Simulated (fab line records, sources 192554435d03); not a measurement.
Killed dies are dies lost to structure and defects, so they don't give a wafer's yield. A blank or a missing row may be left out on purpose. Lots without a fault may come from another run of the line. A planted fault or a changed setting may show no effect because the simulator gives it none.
fab line records | flow n5_finfet
record lots=11 wafers=33 last_day=18
route steps=1938 shown HKMG_FIN@401
lots that met no fault: from a run of the same line without faults
start_h: hours from the record's first day to the start of the lot's first wafer shown | wait_h: hours since the lot's step before | " the same as in the row above | L1.1+2: a row that stands for several wafers | - no value, or no start given | * or withheld: withheld | < > ~ a bound
route shown NAME@n: a module of which the file shows steps, and the number in the route of the first | usual: mean/standard deviation of fault-free wafers | same: alike in all rows | chamber/n: place in a boat | sites: the reading at each site | _std_site: their standard deviation | _edge_site: outer sites' mean less inner sites' | radius_mm: how far each site lies from the wafer's centre | mask NAME#n: copy n | behind: the tool/chamber that last shaped the wafer | hold: why the lot was held/for how many hours/how that ended | device: the transistor (n, p or np) that didn't switch | end of line: the same wafers' tests at the end of the route | a step without rows: its recipe alone | killed: dies lost to structure and defects at the first sort, not the wafer's yield | map: a wafer's dies, x killed, . not, _ none there
set.NAME: the setting as run; set.NAME@STEP: as run at that earlier step | model.NAME: the simulator's own value behind a step, which no gauge read
steps of the route over a sample of lots; a table a step, a row a wafer
services: from which hour (start_h, from the record's first day; less than 0 if before it) a tool's chamber was out of use, for how many hours, and why
## steps
# step N5_HKMG_FIN_DESCUM_53
# recipe chemistry=O2 time_s=7.9 source_power_w=50 bias_power_w=20 pressure_mtorr=20 rf_frequency_hz=2.712e+07 temp_c=40 resist=CAR-ArF o2_flow_sccm=225
# usual drypump_motor_current_A=5.5/0.51 oes_product_au=0.83/0.094 rf_vpp_V=243.6/1.5 showerhead_plenum_p_Torr=2.12/0.088 throttle_valve_pct=20.36/0.17
# columns lot.wafer tool chamber start_h wait_h drypump_motor_current_A oes_product_au rf_hours_counter_h rf_vpp_V showerhead_plenum_p_Torr throttle_valve_pct
L228.1 rie_diel-04 1 78.65 0.1 5.0 0.68 246 240.3 1.97 20.42
L228.4 " 2 " " 6.1 0.85 59 243.7 2.13 20.22
L228.5 " 3 " " 6.1 0.69 - 240.8 1.97 20.60
L230.1 rie_diel-03 2 91.31 0.0 5.3 0.74 176 242.4 1.99 20.46
L230.4 " 3 " " 4.8 0.73 177 246.1 2.17 20.70
L230.5 " 3 " " 4.9 0.74 - 244.6 2.17 20.70
L235.1 rie_diel-04 1 120.66 0.2 5.1 0.96 2 244.8 2.24 20.07
L235.5 " 1 " " 5.1 0.96 - 245.4 2.24 20.08
L235.6 " 2 " " 6.1 0.83 - 243.1 2.13 20.24
L237.2 rie_diel-03 0 132.59 0.0 5.5 0.68 237 243.0 2.05 20.37
L237.3 " 1 " " 6.5 0.89 39 245.5 2.22 20.32
L237.5 " 2 " " 5.3 0.75 - 241.6 1.99 20.46
L239.1 rie_diel-04 2 145.08 0.0 6.1 0.81 80 243.1 2.12 20.25
L239.4 " 1 " " 5.0 0.92 - 244.6 2.23 20.09
L239.5 " 0 " " 5.3 0.90 - 242.9 2.05 20.29
L238.3 rie_diel-03 0 146.95 0.0 5.5 0.69 242 243.3 2.05 20.37
L238.4 " 1 " " 6.5 0.89 43 246.2 2.22 20.33
L238.5 " 0 " " 5.5 0.68 - 243.2 2.05 20.38
L244.2 rie_diel-04 3 176.50 0.7 6.1 0.69 248 239.8 1.96 20.60
L244.3 " 2 " " 6.1 0.81 89 244.5 2.12 20.26
L244.4 " 0 " " 5.3 0.90 35 243.3 2.04 20.29
L245.2 rie_diel-01 0 179.50 0.2 5.7 0.80 93 244.1 2.11 20.33
L245.4 " 2 " " 5.3 0.92 18 245.1 2.23 20.29
L245.5 " 2 " " 5.3 0.92 - 244.8 2.23 20.29
L246.2 rie_diel-03 2 188.91 0.1 5.3 0.72 207 242.0 1.98 20.49
L246.3 " 1 " " 6.5 0.86 64 245.0 2.21 20.36
L246.4 " 0 " " 5.5 1.01 - 241.8 2.05 20.05
L248.1 rie_diel-04 2 199.98 0.0 6.1 0.81 99 243.6 2.12 20.27
L248.3 " 0 " " 5.3 0.88 46 242.4 2.04 20.31
L248.6 " 0 " " 5.3 0.88 - 241.3 2.04 20.32
L249.2 rie_diel-01 2 206.05 0.3 5.3 0.89 29 244.0 2.23 20.30
L249.4 " 0 " " 5.7 0.79 103 244.7 2.11 20.35
L249.6 " 0 " " 5.8 0.80 - 242.7 2.11 20.33
# step N5_HKMG_FIN_ETCH_55
# recipe chemistry=N2/H2 target=SOC target_depth_a=2400 temp_c=40 time_s=300 ion_energy_ev=200 mask_material=SiARC pressure_mtorr=30 source_w=840 bias_w=150 n2_flow_sccm=200 h2_flow_sccm=200
# usual drypump_motor_current_A=5.6/0.51 oes_product_au=0.83/0.093 rf_vpp_V=524.9/3 showerhead_plenum_p_Torr=2.58/0.11 throttle_valve_pct=17.77/0.2
# columns lot.wafer tool chamber start_h wait_h drypump_motor_current_A oes_product_au rf_hours_counter_h rf_vpp_V showerhead_plenum_p_Torr throttle_valve_pct
L228.1 rie_diel-04 1 78.74 0.0 5.1 0.67 246 522.4 2.40 17.99
L228.4 " 2 " " 6.1 0.83 60 524.0 2.57 17.52
L228.5 " 3 " " 6.0 0.68 - 520.3 2.41 18.06
L230.1 rie_diel-03 2 91.40 0.0 5.3 0.74 176 521.5 2.44 18.01
L230.4 " 3 " " 4.9 0.75 177 528.3 2.63 18.14
L230.5 " 3 " " 4.9 0.74 - 525.3 2.63 18.15
L235.1 rie_diel-04 1 120.75 0.0 5.1 0.96 2 528.1 2.72 17.57
L235.5 " 1 " " 5.0 0.96 - 528.8 2.72 17.58
L235.6 " 2 " " 6.1 0.82 - 525.1 2.57 17.53
L237.2 rie_diel-03 0 132.68 0.0 5.5 0.69 237 523.6 2.50 17.76
L237.3 " 1 " " 6.5 0.90 39 529.7 2.71 17.79
L237.5 " 2 " " 5.3 0.74 - 519.5 2.43 18.03
L239.1 rie_diel-04 2 145.17 0.0 6.1 0.82 80 525.8 2.57 17.54
L239.4 " 1 " " 5.1 0.91 - 527.6 2.72 17.57
L239.5 " 0 " " 5.3 0.90 - 521.9 2.49 17.67
L238.3 rie_diel-03 0 147.05 0.0 5.5 0.69 242 522.8 2.49 17.76
L238.4 " 1 " " 6.5 0.88 43 527.9 2.71 17.80
L238.5 " 0 " " 5.5 0.68 - 522.9 2.49 17.75
L244.2 rie_diel-04 3 176.59 0.0 6.0 0.69 248 519.6 2.40 18.10
L244.3 " 2 " " 6.1 0.81 90 523.3 2.56 17.58
L244.4 " 0 " " 5.3 0.90 36 521.1 2.49 17.69
L245.2 rie_diel-01 0 179.59 0.0 5.8 0.79 93 525.7 2.56 17.62
L245.4 " 2 " " 5.3 0.92 18 528.5 2.71 17.65
L245.5 " 2 " " 5.4 0.91 - 528.0 2.71 17.63
L246.2 rie_diel-03 2 189.00 0.0 5.3 0.71 207 518.9 2.42 18.08
L246.3 " 1 " " 6.5 0.85 64 528.0 2.70 17.83
L246.4 " 0 " " 5.5 1.02 - 523.5 2.49 17.37
L248.1 rie_diel-04 2 200.07 0.0 6.1 0.79 99 524.1 2.56 17.57
L248.3 " 0 " " 5.3 0.86 46 522.2 2.48 17.70
L248.6 " 0 " " 5.3 0.87 - 522.1 2.48 17.70
L249.2 rie_diel-01 2 206.14 0.0 5.3 0.91 29 527.3 2.70 17.65
L249.4 " 0 " " 5.8 0.79 103 525.3 2.55 17.65
L249.6 " 0 " " 5.7 0.80 - 524.7 2.55 17.66
# step N5_HKMG_FIN_ALD_36
# recipe material=TiN target_thk_a=10 temp_c=400 ald_precursor_family=TiCl4 ald_co_reactant=NH3 pulse_time_s=1 purge_time_s=3 co_reactant_purge_time_s=2 co_reactant_pulse_time_s=2 ald_cycles=47 pressure_torr=3
# usual ald_cycles=47/0 heater_power_w=885/91 precursor_pulse_height_rel=1.000/0.019
# same purge_time_s=3
# columns lot.wafer tool chamber start_h wait_h ald_cycles heater_power_w precursor_pulse_height_rel
L228.1 ald_metal-02 0 80.78 0.0 47 1037 1.025
L228.4 " 3 " " 47 963 0.956
L228.5 " 0 " " 47 1044 0.994
L230.1 ald_metal-03 0 93.55 0.0 47 814 1.008
L230.4 " 0 " " 47 837 1.017
L230.5 " 3 " " 47 782 1.009
L235.1 ald_metal-02 2 122.79 0.0 47 982 1.022
L235.5 " 2 " " 47 987 0.990
L235.6 " 3 " " 47 964 0.984
L237.2 ald_metal-02 0 134.72 0.0 47 1010 1.003
L237.3 " 1 " " 34 913 1.023
L237.5 " 0 " " 47 1024 0.971
L239.1 ald_metal-02 2 147.44 0.0 47 990 0.999
L239.4 " 3 " " 34 952 1.004
L239.5 " 0 " " 47 1017 1.001
L238.3 ald_metal-02 2 149.08 0.0 34 1005 0.992
L238.4 " 0 " " 34 1036 1.020
L238.5 " 2 " " 47 994 1.005
L244.2 ald_metal-03 0 178.66 0.0 47 836 1.018
L244.3 " 2 " " 47 705 1.021
L244.4 " 3 " " 47 782 1.023
L245.2 ald_metal-01 3 181.78 0.0 47 835 1.001
L245.4 " 2 " " 47 1004 1.018
L245.5 " 2 " " 47 1002 1.022
L246.2 ald_metal-03 0 191.04 0.0 47 828 0.982
L246.3 " 3 " " 47 784 1.010
L246.4 " 1 " " 47 948 1.013
L248.1 ald_metal-01 1 202.20 0.0 47 873 1.027
L248.3 " 3 " " 47 831 0.979
L248.6 " 1 " " 47 891 0.974
L249.2 ald_metal-01 3 208.18 0.0 47 836 0.984
L249.4 " 0 " " 47 844 0.995
L249.6 " 1 " " 47 863 0.962
# step N5_HKMG_FIN_INSPECT_14
# recipe mode=adi inspect_instrument=macro
# usual raw_defect_count=2.1/1.6
# columns lot.wafer tool chamber start_h wait_h raw_defect_count
L228.1 defect_inspect-01 - 81.99 0.0 3
L228.4 " - " " 1
L228.5 " - " " 3
L230.1 defect_inspect-01 - 94.64 0.0 0
L230.4 " - " " 3
L230.5 " - " " 1
L235.1 defect_inspect-02 - 124.00 0.0 4
L235.5 " - " " 3
L235.6 " - " " 1
L237.2 defect_inspect-02 - 135.93 0.0 2
L237.3 " - " " 4
L237.5 " - " " 1
L239.1 defect_inspect-02 - 148.65 0.0 1
L239.4 " - " " 3
L239.5 " - " " 0
L238.3 defect_inspect-01 - 150.16 0.0 2
L238.4 " - " " 2
L238.5 " - " " 4
L244.2 defect_inspect-01 - 179.74 0.0 1
L244.3 " - " " 1
L244.4 " - " " 1
L245.2 defect_inspect-02 - 182.99 0.0 2
L245.4 " - " " 3
L245.5 " - " " 1
L246.2 defect_inspect-02 - 192.25 0.0 1
L246.3 " - " " 2
L246.4 " - " " 3
L248.1 defect_inspect-01 - 203.28 0.0 1
L248.3 " - " " 2
L248.6 " - " " 2
L249.2 defect_inspect-01 - 209.40 0.0 1
L249.4 " - " " 0
L249.6 " - " " 4
## services
# columns tool chamber start_h hours kind
ald_metal-03 0 57.80 14.1 repair
ald_metal-02 2 61.61 25.3 repair
ald_metal-03 - 63.94 0.5 repair
ald_metal-03 1 91.83 3.7 repair
rie_diel-04 1 92.78 - clean
rie_diel-04 1 92.78 - consumable_replace:focus_ring
rie_diel-04 1 92.78 - consumable_replace:showerhead
rie_diel-04 1 92.78 18.6 scheduled_down
rie_diel-04 1 92.78 18.6 vent_cycle
ald_metal-03 - 94.92 1.5 repair
rie_diel-04 3 103.26 4.3 repair
ald_metal-03 - 122.97 14.6 pm
rie_diel-01 - 129.43 10.9 repair
ald_metal-01 - 131.21 2.1 repair
rie_diel-04 3 138.33 9.4 repair
rie_diel-01 2 143.52 8.2 repair
ald_metal-02 1 147.15 6.2 repair
rie_diel-03 0 165.44 - clean
ald_metal-03 - 182.19 4.0 repair
rie_diel-04 3 182.81 - clean
rie_diel-04 3 182.81 - consumable_replace:focus_ring
rie_diel-04 3 182.81 - consumable_replace:showerhead
rie_diel-04 3 182.81 17.6 scheduled_down
rie_diel-04 3 182.81 17.6 vent_cycle
## key
first_sign step=N5_HKMG_FIN_ALD_36 reading=ald_cycles direction=down sigmas=99+ usual=* struck=*
effect none on later readings
met_at N5_HKMG_FIN_ALD_36
struck_lots L237,L238,L239
struck_wafers L237.3,L238.3,L238.4,L239.4
tester_left_out L237,L238,L239
not_acting_at N5_HKMG_FIN_DESCUM_53,N5_HKMG_FIN_ETCH_55,N5_HKMG_FIN_INSPECT_14
onset_between 122.79 134.72
fault kind=process_parameter_drift tool=ald_metal-02 chamber=- onset_h=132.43 steps=N5_HKMG_FIN_ALD_36 channel=ald_cycles offset=* shape=step end_h=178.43 scope=struck_wafers_only acts_in=* stated=*
# tester_left_out: of these lots the tester's yield and bins aren't shown, on N5 and GAA mostly nor the transistor test; their killed dies are dies lost to structure and defects alone, not to doping, threshold or leakage, so they don't give the yield
